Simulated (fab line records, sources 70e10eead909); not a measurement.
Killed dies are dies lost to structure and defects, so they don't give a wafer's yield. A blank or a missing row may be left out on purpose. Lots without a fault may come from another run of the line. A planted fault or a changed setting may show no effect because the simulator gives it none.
fab line records | flow nand_harc
record lots=13 wafers=39 last_day=34
route steps=1302 shown P_BONDPAD@385 A_ZERO_WELL@404 A_SOURCE_PLATE@420 A_ONON_D1@444 END@1302
lots that met no fault: from a run of the same line without faults
start_h: hours from the record's first day to the start of the lot's first wafer shown | wait_h: hours since the lot's step before | " the same as in the row above | L1.1+2: a row that stands for several wafers | - no value, or no start given | * or withheld: withheld | < > ~ a bound
route shown NAME@n: a module of which the file shows steps, and the number in the route of the first | usual: mean/standard deviation of fault-free wafers | same: alike in all rows | chamber/n: place in a boat | sites: the reading at each site | _std_site: their standard deviation | _edge_site: outer sites' mean less inner sites' | radius_mm: how far each site lies from the wafer's centre | mask NAME#n: copy n | behind: the tool/chamber that last shaped the wafer | hold: why the lot was held/for how many hours/how that ended | device: the transistor (n, p or np) that didn't switch | end of line: the same wafers' tests at the end of the route | a step without rows: its recipe alone | killed: dies lost to structure and defects at the first sort, not the wafer's yield | map: a wafer's dies, x killed, . not, _ none there
set.NAME: the setting as run; set.NAME@STEP: as run at that earlier step | model.NAME: the simulator's own value behind a step, which no gauge read
steps of the route over a sample of lots; a table a step, a row a wafer
services: from which hour (start_h, from the record's first day; less than 0 if before it) a tool's chamber was out of use, for how many hours, and why
## steps
# step NHARC_P_BONDPAD_INSPECT_23
# usual raw_defect_count=324/110
# columns lot.wafer tool chamber start_h wait_h raw_defect_count
L910.1 defect_inspect-01 - 161.85 0.0 402
L910.4 " - " " 186
L910.6 " - " " 296
L913.2 defect_inspect-02 - 198.44 0.0 219
L913.3 " - " " 243
L913.6 " - " " 179
L915.2 defect_inspect-02 - 216.59 0.0 322
L915.4 " - " " 251
L915.5 " - " " 221
L916.1 defect_inspect-01 - 223.06 0.0 297
L916.2 " - " " 258
L916.4 " - " " 321
L917.2 defect_inspect-02 - 242.71 0.0 394
L917.5 " - " " 187
L917.6 " - " " 254
L918.3 defect_inspect-02 - 245.25 0.0 237
L918.5 " - " " 254
L918.6 " - " " 343
L920.1 defect_inspect-01 - 268.32 0.0 352
L920.5 " - " " 335
L920.6 " - " " 266
L921.3 defect_inspect-02 - 285.67 0.0 171
L921.5 " - " " 304
L921.6 " - " " 197
L922.1 defect_inspect-01 - 286.18 0.0 410
L922.3 " - " " 552
L922.5 " - " " 455
L924.1 defect_inspect-02 - 305.00 0.0 288
L924.3 " - " " 252
L924.5 " - " " 179
L925.2 defect_inspect-01 - 319.41 0.0 219
L925.3 " - " " 254
L925.4 " - " " 238
L929.1 defect_inspect-02 - 357.76 0.0 361
L929.2 " - " " 272
L929.3 " - " " 303
L930.1 defect_inspect-02 - 361.82 0.0 606
L930.2 " - " " 631
L930.3 " - " " 457
# step NHARC_A_ZERO_WELL_ETCH_19
# recipe target_depth_a=800 overetch_a=240 time_s=87.88 ion_energy_ev=200 n2_flow_sccm=150 h2_flow_sccm=150 ar_flow_sccm=0 rf_w=400 bias_w=150 chemistry=N2/H2
# usual chamber_pressure_mTorr=30.000/0.027 drypump_motor_current_A=5.7/0.34 oes_product_au=0.999/0.0087 rf_vpp_V=429.9/3 showerhead_plenum_p_Torr=2.02/0.1 throttle_valve_pct=14.171/0.0081
# columns lot.wafer tool chamber start_h wait_h chamber_pressure_mTorr drypump_motor_current_A oes_product_au rf_hours_counter_h rf_vpp_V showerhead_plenum_p_Torr throttle_valve_pct
L910.4 rie_diel-05 0 163.28 0.1 29.983 5.5 0.995 16 429.6 2.05 14.167
L910.1 " 1 " " 29.975 5.4 1.003 16 431.4 2.13 14.167
L910.6 " 3 " " 29.980 5.7 1.002 - 428.2 1.94 14.165
L913.2 rie_diel-03 1 199.98 0.1 30.016 6.4 0.977 3 428.5 1.95 14.178
L913.3 " 2 " " 30.012 5.9 1.001 3 435.0 2.19 14.176
L913.6 " 1 " " 30.062 6.4 0.988 - 428.0 1.95 14.181
L915.4 rie_diel-03 1 218.14 0.1 29.989 6.5 0.991 4 430.0 1.95 14.169
L915.2 " 2 " " 30.046 5.9 1.002 4 435.2 2.19 14.171
L915.5 " 2 " " 30.003 5.9 1.005 - 435.8 2.19 14.171
L916.4 rie_diel-05 2 224.60 0.1 30.004 5.7 0.997 25 428.3 1.89 14.165
L916.2 " 3 " " 29.982 5.7 0.998 28 428.9 1.93 14.171
L916.1 " 0 " " 30.023 5.5 1.001 28 431.8 2.05 14.163
L917.2 rie_diel-03 3 244.15 0.1 30.036 5.1 0.980 4 428.7 1.97 14.160
L917.5 " 0 " " 30.011 5.8 0.990 - 431.7 2.08 14.184
L917.6 " 1 " " 29.964 6.5 0.982 - 429.3 1.95 14.166
L918.3 rie_diel-08 0 246.83 0.1 30.029 5.7 0.998 15 427.2 1.91 14.158
L918.5 " 0 " " 29.995 5.8 0.995 - 427.5 1.91 14.182
L918.6 " 1 " " 30.040 5.5 1.003 - 435.0 2.21 14.159
L920.1 rie_diel-03 3 269.88 0.1 29.997 5.1 0.981 5 428.1 1.96 14.167
L920.5 " 2 " " 30.001 5.9 0.992 - 434.0 2.19 14.176
L920.6 " 3 " " 30.000 5.1 0.986 - 428.3 1.96 14.163
L921.3 rie_diel-08 1 287.52 0.4 29.984 5.5 1.003 38 435.1 2.20 14.174
L921.6 " 3 " " 30.012 5.9 0.991 - 427.7 2.00 14.168
L921.5 " 0 " " 30.047 5.7 0.991 - 427.6 1.90 14.165
L922.3 rie_diel-08 0 287.73 0.1 30.024 5.8 0.981 34 427.0 1.90 14.183
L922.1 " 1 " " 29.981 5.5 1.012 38 434.4 2.20 14.177
L922.5 " 0 " " 30.001 5.7 0.987 - 425.2 1.90 14.168
L924.3 rie_diel-08 1 306.44 0.1 29.966 5.5 1.013 42 435.3 2.20 14.173
L924.1 " 2 " " 29.988 5.8 1.009 34 426.8 1.94 14.167
L924.5 " 1 " " 30.036 5.5 1.003 - 435.2 2.20 14.163
L925.2 rie_diel-05 2 320.83 0.1 29.990 5.7 0.995 18 426.4 1.89 14.169
L925.4 " 3 " " 29.999 5.7 1.003 16 426.4 1.93 14.169
L925.3 " 1 " " 30.025 5.4 1.003 17 433.6 2.12 14.179
L929.3 rie_diel-08 3 359.31 0.1 30.019 5.9 1.007 47 430.1 1.99 14.192
L929.2 " 0 " " 29.967 5.7 0.990 54 427.4 1.90 14.158
L929.1 " 1 " " 29.965 5.5 1.009 61 435.2 2.20 14.180
L930.3 rie_diel-05 0 363.38 0.1 30.021 5.5 0.998 21 430.0 2.04 14.179
L930.1 " 1 " " 30.046 5.4 1.004 26 431.4 2.12 14.175
L930.2 " 2 " " 30.013 5.7 0.992 27 427.3 1.88 14.176
# step NHARC_A_SOURCE_PLATE_THK_MEAS_06
# recipe thk_meas_gauge=ellipsometry
# usual thk_nm=199.6/2.1
# columns lot.wafer tool chamber start_h wait_h thk_nm
L910.1 film_metro-01 - 186.85 0.4 203.1
L910.4 " - " " 204.8
L910.6 " - " " 198.9
L913.2 film_metro-02 - 221.16 0.4 199.2
L913.3 " - " " 197.1
L913.6 " - " " 198.2
L915.2 film_metro-01 - 241.30 0.4 197.6
L915.4 " - " " 197.2
L915.5 " - " " 197.6
L916.1 film_metro-01 - 245.24 0.4 197.4
L916.2 " - " " 198.0
L916.4 " - " " 197.2
L917.2 film_metro-01 - 264.58 0.4 198.7
L917.5 " - " " 198.6
L917.6 " - " " 199.9
L918.3 film_metro-01 - 268.86 0.4 199.9
L918.5 " - " " 203.4
L918.6 " - " " 204.0
L920.1 film_metro-01 - 291.12 0.4 202.3
L920.5 " - " " 199.2
L920.6 " - " " 203.1
L922.1 film_metro-02 - 308.57 0.4 202.4
L922.3 " - " " 201.1
L922.5 " - " " 197.7
L921.3 film_metro-01 - 308.58 0.4 201.7
L921.5 " - " " 201.5
L921.6 " - " " 202.7
L924.1 film_metro-01 - 327.55 0.4 200.7
L924.3 " - " " 200.6
L924.5 " - " " 199.5
L925.2 film_metro-01 - 341.99 0.4 200.4
L925.3 " - " " 199.6
L925.4 " - " " 200.0
L929.1 film_metro-01 - 380.52 0.4 203.0
L929.2 " - " " 201.8
L929.3 " - " " 201.6
L930.1 film_metro-02 - 388.89 0.4 199.8
L930.2 " - " " 198.3
L930.3 " - " " 198.3
# step NHARC_A_ONON_D1_DEP_28
# recipe target_thk_a=10000 n2_flow_sccm=2750 n2o_flow_sccm=2000 nh3_flow_sccm=500 sih4_flow_sccm=210 temp_c=400
# columns lot.wafer tool chamber start_h wait_h
L910.1+4+6 pecvd_onon-04 0 203.01 0.1
L913.2+3+6 pecvd_onon-02 0 234.60 0.1
L916.1+2+4 pecvd_onon-04 0 257.40 0.1
L915.2+4+5 pecvd_onon-02 0 257.46 0.1
L917.2+5+6 pecvd_onon-04 0 277.57 0.1
L918.3+5+6 pecvd_onon-04 0 281.43 0.2
L920.1+5+6 pecvd_onon-02 0 303.85 0.1
L921.3+5+6 pecvd_onon-02 0 326.17 0.2
L922.1+3+5 pecvd_onon-04 0 326.25 0.1
L924.1+3+5 pecvd_onon-01 0 342.10 0.1
L925.2+3+4 pecvd_onon-02 0 354.49 0.1
L929.1+2+3 pecvd_onon-01 0 395.09 0.1
L930.1+2+3 pecvd_onon-02 0 401.39 0.1
# step NHARC_A_ONON_D1_THK_MEAS_30
# recipe thk_meas_gauge=ellipsometry
# usual thk_nm=1001/9.4
# columns lot.wafer tool chamber start_h wait_h thk_nm
L910.1 film_metro-01 - 203.51 - 987
L910.4 " - " " 989
L910.6 " - " " 988
L913.2 film_metro-01 - 235.05 - 995
L913.3 " - " " 992
L913.6 " - " " 994
L915.2 film_metro-02 - 257.91 - 1006
L915.4 " - " " 1004
L915.5 " - " " 1004
L916.1 film_metro-01 - 257.91 - 1005
L916.2 " - " " 1006
L916.4 " - " " 1005
L917.2 film_metro-01 - 278.02 - 1004
L917.5 " - " " 1006
L917.6 " - " " 1007
L918.3 film_metro-01 - 281.82 - 1530
L918.5 " - " " 1532
L918.6 " - " " 1530
L920.1 film_metro-02 - 304.36 - 1005
L920.5 " - " " 1005
L920.6 " - " " 1006
L921.3 film_metro-01 - 326.57 - 1006
L921.5 " - " " 1005
L921.6 " - " " 1006
L922.1 film_metro-02 - 326.76 - 1542
L922.3 " - " " 1543
L922.5 " - " " 1544
L924.1 film_metro-02 - 342.61 - 998
L924.3 " - " " 996
L924.5 " - " " 995
L925.2 film_metro-02 - 354.94 - 1009
L925.3 " - " " 1010
L925.4 " - " " 1010
L929.1 film_metro-01 - 395.59 - 994
L929.2 " - " " 994
L929.3 " - " " 996
L930.1 film_metro-01 - 401.90 - 1007
L930.2 " - " " 1006
L930.3 " - " " 1004
# step NHARC_END_SORT_01
# recipe temp_c=25
# usual killed_at_array=52/18 killed_at_other=0.6/0.83 killed_at_periphery=4.3/2.8 killed_dies=57/19 killed_open=3.4/2 killed_short=2.5/1.7
# same gross_dies=677
# columns lot.wafer tool chamber start_h wait_h killed_at_array killed_at_other killed_at_periphery killed_dies killed_open killed_short
L918.3 prober-02 0 660.02 3.1 671 1 5 677 3 2
L918.5 prober-02 0 661.60 3.7 670 0 7 677 2 1
L918.6 prober-02 0 662.39 4.0 669 1 7 677 6 1
# killed by level:class
L918.3 A_ONON_D1:area_dep=598 A_CHANNEL_HOLE_D1:chamber_film_flake=38 A_SLIT:chamber_film_flake=16 A_CONTACT:chamber_film_flake=6 A_CHANNEL_HOLE_D2:chamber_film_flake=5 P_STI:chamber_film_flake=4 A_CHANNEL_FILL_D1:geometric_particle:short=1 A_DECK1_JOINT:geometric_particle:short=1
L918.5 A_ONON_D1:area_dep=596 A_CHANNEL_HOLE_D1:chamber_film_flake=38 A_SLIT:chamber_film_flake=15 A_CHANNEL_HOLE_D2:chamber_film_flake=10 A_CONTACT:chamber_film_flake=4 P_STI:chamber_film_flake=2 P_BONDPAD:chamber_film_flake=2 A_CHANNEL_FILL_D1:chamber_film_flake=2
L918.6 A_ONON_D1:area_dep=598 A_CHANNEL_HOLE_D1:chamber_film_flake=32 A_SLIT:chamber_film_flake=19 A_CONTACT:chamber_film_flake=7 A_CHANNEL_HOLE_D2:chamber_film_flake=6 A_DECK1_JOINT:geometric_particle:open=2 A_M0:geometric_particle:open=2 P_STI:chamber_film_flake=2
## services
# columns tool chamber start_h hours kind
rie_diel-08 0 145.51 - clean
rie_diel-08 1 145.51 - clean
rie_diel-08 2 145.51 - clean
rie_diel-08 3 145.51 - clean
pecvd_onon-02 - 155.80 0.1 repair
pecvd_onon-02 - 185.09 13.0 pm
rie_diel-08 - 193.53 9.0 pm
rie_diel-03 - 208.38 0.4 repair
rie_diel-05 - 229.60 9.0 pm
rie_diel-08 2 244.04 7.6 repair
pecvd_onon-01 - 269.21 13.0 pm
rie_diel-03 - 281.30 9.0 pm
rie_diel-08 - 284.16 1.4 repair
rie_diel-03 1 294.82 5.3 repair
pecvd_onon-04 - 311.00 13.0 pm
rie_diel-03 - 330.66 0.8 repair
rie_diel-08 - 334.32 0.7 repair
rie_diel-08 0 349.19 9.5 repair
rie_diel-05 0 352.48 4.3 repair
rie_diel-08 - 353.90 1.2 repair
rie_diel-05 3 355.78 9.2 repair
pecvd_onon-02 - 366.09 13.0 pm
rie_diel-08 - 370.53 9.0 pm
rie_diel-08 3 395.82 5.9 repair
## key
first_sign step=NHARC_A_ONON_D1_THK_MEAS_30 reading=thk_nm direction=up sigmas=57 usual=1001 struck=1537
effect step=NHARC_END_SORT_01 reading=killed_at_array direction=up sigmas=34 usual=52 struck=670
more_kills_born_at NHARC_A_ONON_D1_DEP_28@pecvd_onon-04=1792
met_at NHARC_A_ONON_D1_DEP_28
struck_lots L918,L922
struck_wafers L918.3,L918.5,L918.6,L922.1,L922.3,L922.5
later_rows_left_out L918.3,L918.5,L918.6,L922.1,L922.3,L922.5
sort_left_out L922.1,L922.3,L922.5
tester_left_out L918,L922
not_acting_at NHARC_P_BONDPAD_INSPECT_23,NHARC_A_ZERO_WELL_ETCH_19,NHARC_A_SOURCE_PLATE_THK_MEAS_06
onset_between 277.57 281.43
fault kind=process_parameter_drift tool=pecvd_onon-04 chamber=0 onset_h=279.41 steps=NHARC_A_ONON_D1_DEP_28 channel=target_thk_a offset=* shape=step acts_in=* stated=*
# tester_left_out: of these lots the tester's yield and bins aren't shown, on N5 and GAA mostly nor the transistor test; their killed dies are dies lost to structure and defects alone, not to doping, threshold or leakage, so they don't give the yield
# sort_left_out: the simulated sort isn't trusted on such a fault, so these wafers' sort isn't shown, and their yield isn't known
# later_rows_left_out: the simulator's readings of these wafers behind a module that went badly wrong aren't trusted and aren't shown, but for the sort
